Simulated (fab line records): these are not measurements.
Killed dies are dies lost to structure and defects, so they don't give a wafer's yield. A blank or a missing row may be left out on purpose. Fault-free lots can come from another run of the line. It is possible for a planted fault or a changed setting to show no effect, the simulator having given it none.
3 desks looking at one fault ; flow n5-finfet ; each desk holds nothing but its own numbers, with what lay behind them at the end

## METROLOGY DESK
Means of the sampled wafers that have a number, per lot and without regard to the tool the lot ran on: this is what the gauges read. Any lot whose mean is over 4 standard deviations away from the usual mean is out of limits and marked OUT; that distance is given in the brackets. 7 of its 11 readings are shown, namely those furthest out on some lot.
Columns: A = VD_OVL at N5_MOL_CONTACT_COAG_OVL_MEAS_41, usual -0.5 nm; B = DIBL_P at N5_BEOL_M4_RC_MEAS_101, usual 36.1 mV/V; C = IOFF_P at N5_BEOL_M4_RC_MEAS_101, usual 0.201 nA/um; D = ION_N at N5_BEOL_M4_RC_MEAS_101, usual 675 uA/um; E = ION_P at N5_BEOL_M4_RC_MEAS_101, usual 462 uA/um; F = SS_N at N5_BEOL_M4_RC_MEAS_101, usual 71.5 mV/dec; G = VT_P at N5_BEOL_M4_RC_MEAS_101, usual -251.3 mV
lot;first seen here;A;B;C;D;E;F;G
L126;day 5 04:01;-0.5;34.8;0.197;680;467;72.0;-250.3
L128;day 5 17:37;1.0;37.5;0.180;672;451;71.9;-254.3
L131;day 6 09:10;-0.6;34.9;0.204;664;460;71.7;-248.9
L132;day 6 15:27;-0.8;35.7;0.194;681;468;70.8;-249.1
L135;day 7 09:28;-0.8;35.3;0.195;671;458;71.6;-250.7
L142;day 9 04:02;0.3;38.8;0.212;669;455;71.9;-251.7
L143;day 9 07:18;-0.6;37.4;0.214;672;467;71.8;-247.6
L144;day 9 14:41;0.1;36.3;0.178;665;455;71.1;-254.8
L145;day 9 20:28;-0.7;35.1;0.189;674;463;71.8;-251.5
This desk's finding: nothing out of limits on any of the 9 lots.

## THE DEFECT DESK
For each lot, the counts of the inspections along the route, averaged over the sampled wafers that have a number. Any lot whose mean is over 4 standard deviations away from the usual mean is out of limits and marked OUT; that distance is given in the brackets.
Columns: A = raw-defect-count at N5_MOL_CONTACT_COAG_INSPECT_42, usual 188
lot;first seen here;A
L126;day 5 04:05;241
L128;day 5 17:40;171
L131;day 6 09:13;1537 (+28) OUT
L132;day 6 15:31;1611 (+30) OUT
L135;day 7 09:31;1623 (+30) OUT
L142;day 9 04:05;220
L143;day 9 07:22;219
L144;day 9 14:44;227
L145;day 9 20:31;190
This desk finds L131, L132, L135 out of limits, L131 being first, at day 6 09:13 (raw-defect-count at N5_MOL_CONTACT_COAG_INSPECT_42). L126, L128, L142, L143, L144, L145 stayed within limits.

## DESK OF THE TOOL OWNER: rie-diel-01
The tool's own readings at N5_MOL_CONTACT_COAG_ETCH_89 (etches underlayer in N2/H2, target depth 13 nm, time 10.4 s): means of the sampled wafers that have a number, for each lot that ran on this tool. Any lot whose mean is over 4 standard deviations away from the usual mean is out of limits and marked OUT; that distance is given in the brackets.
Columns: A = drypump-motor-current-A at N5_MOL_CONTACT_COAG_ETCH_89, usual 5.7 A; B = etch-rf-on-time-s at N5_MOL_CONTACT_COAG_ETCH_89, usual 10.31 s; C = oes-product-au at N5_MOL_CONTACT_COAG_ETCH_89, usual 0.69 a.u.; D = rf-vpp-V at N5_MOL_CONTACT_COAG_ETCH_89, usual 523.5 V; E = showerhead-plenum-p-Torr at N5_MOL_CONTACT_COAG_ETCH_89, usual 2.53 Torr; F = throttle-valve-pct at N5_MOL_CONTACT_COAG_ETCH_89, usual 17.78 %
lot;first seen here;A;B;C;D;E;F
L126;day 5 02:53;5.5;10.43;0.65;522.8;2.50;17.91
L128;day 5 16:26;5.7;10.34;0.72;523.7;2.50;17.68
L131;day 6 08:02;5.3;10.47;0.57;522.5;2.51;18.17
L132;day 6 14:12;5.7;10.31;0.71;523.5;2.50;17.69
L135;day 7 07:56;5.5;10.43;0.63;522.3;2.49;17.94
This desk's finding: nothing out of limits on any of the 5 lots.

## ALL TOGETHER
The defect desk could have raised an alarm at day 6 09:13, on L131, L132, L135.
Nothing out of limits was seen by the metrology desk.
Nothing out of limits was seen by the tool owner's desk.
The metrology desk has L131, L132, L135 on record, within its limits.
The tool owner's desk has L131, L132, L135 on record, within its limits.
All the named lots went through N5_MOL_CONTACT_COAG_ETCH_89 on rie-diel-01.

## WHAT HAD BEEN PUT IN BY THE SIMULATOR
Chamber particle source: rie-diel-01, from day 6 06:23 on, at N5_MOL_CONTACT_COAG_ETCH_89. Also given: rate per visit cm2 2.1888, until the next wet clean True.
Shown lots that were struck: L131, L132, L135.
Hours from the fault's start to each desk's first reading out of limits: the defect desk, 3.
